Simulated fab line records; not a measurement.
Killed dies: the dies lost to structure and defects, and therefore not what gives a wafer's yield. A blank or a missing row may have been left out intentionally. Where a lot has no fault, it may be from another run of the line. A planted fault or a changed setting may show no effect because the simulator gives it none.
Which tool did it? | flow n5_finfet | 8 lots with 24 wafers sampled at 4 steps, on a route of 1938 steps

== WHAT THE GAUGES READ, wafer by wafer ==
N5_BEOL_M4_RC_MEAS_101.
lot  | measured     | on        | IOFF_P (nA/um)
L252 | day 10 15:37 | prober-01 | 0.21 0.23 0.23
L254 | day 10 22:18 | prober-01 | 0.19 0.21 0.24
L256 | day 11 03:49 | prober-02 | 2.25 2.37 1.92
L258 | day 11 17:22 | prober-01 | 0.28 0.22 0.23
L261 | day 12 05:52 | prober-01 | 5.93 2.66 2.72
L265 | day 13 15:16 | prober-01 | 0.22 0.20 0.19
L266 | day 13 20:48 | prober-02 | 0.21 0.24 0.24
L267 | day 14 09:07 | prober-02 | 0.15 0.15 0.15

== EACH LOT AND THE TOOL THAT RAN IT (in order: tool; ch and the chambers of the sampled wafers; start) ==
lot  | N5_SD_EPI_P_DESCUM_14             | N5_SD_EPI_P_ETCH_16               | N5_SD_ACTIVATION_RTA_00
L252 | rie_diel-06 ch 0,1,2, day 5 07:00 | rie_diel-06 ch 0,1,2, day 5 07:37 | rtp_anneal-02 ch 0, day 5 12:49
L254 | rie_diel-04 ch 0,2,3, day 5 22:36 | rie_diel-04 ch 0,2,3, day 5 23:13 | rtp_anneal-02 ch 0, day 6 03:20
L256 | rie_diel-04 ch 0,1, day 6 13:38   | rie_diel-04 ch 0,1, day 6 14:15   | rtp_anneal-02 ch 0, day 6 17:23
L258 | rie_diel-01 ch 0,1,3, day 6 20:20 | rie_diel-01 ch 0,1,3, day 6 20:56 | rtp_anneal-01 ch 0, day 7 00:07
L261 | rie_diel-06 ch 0,1,2, day 7 14:17 | rie_diel-06 ch 0,1,2, day 7 14:54 | rtp_anneal-02 ch 0, day 7 18:13
L265 | rie_diel-06 ch 0,1,3, day 8 14:44 | rie_diel-06 ch 0,1,3, day 8 15:22 | rtp_anneal-01 ch 0, day 8 19:26
L266 | rie_diel-04 ch 1,2,3, day 8 22:08 | rie_diel-04 ch 1,2,3, day 8 22:44 | rtp_anneal-01 ch 0, day 9 02:56
L267 | rie_diel-06 ch 0,2, day 9 08:17   | rie_diel-06 ch 0,2, day 9 08:54   | rtp_anneal-01 ch 0, day 9 14:07
- N5_SD_EPI_P_DESCUM_14: chemistry O2, time 7.9 s.
- N5_SD_EPI_P_ETCH_16: etches SiO2 in CHF3/O2, target depth 5 nm.
- N5_SD_ACTIVATION_RTA_00: time 0 s.

== THE ANSWER, worked out from the rows above alone ==
Rule: the lots themselves supply what counts as usual. Put in order of their means at a reading, lots are off if they are a third of the lots or fewer, leave a main group of 4 or more, and stand apart from it by a gap of 3 or more times the standard deviation of the main group's means; of several such gaps the widest counts. A main group is skipped when, at the precision printed for the reading in the tables above, its means are all equal. A lot without any number at a reading at which 4 lots or more have one is off too. The other lots that the step has rows for count as sound.
Off: L256, L261, seen at N5_BEOL_M4_RC_MEAS_101 (IOFF_P). Mean 0.21 nA/um and standard deviation 0.03 in the main group.
A tool fits if, at a process step before that reading, it ran every lot that is off, and no sound lot after the first of them. The gauges at N5_BEOL_M4_RC_MEAS_101 are tried like those tools. One fits: N5_SD_ACTIVATION_RTA_00 on rtp_anneal-02. A fault onset in the window from L254 (day 6 03:20, its last sound lot) to L256 (day 6 17:23, its first lot off) fits.

== WHAT WAS PUT IN BY THE SIMULATOR ==
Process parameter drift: rtp_anneal-02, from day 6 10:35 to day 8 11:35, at N5_SD_ACTIVATION_RTA_00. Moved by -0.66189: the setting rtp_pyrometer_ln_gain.
Shown lots that were struck: L256, L261. The rule given above showed the same thing.
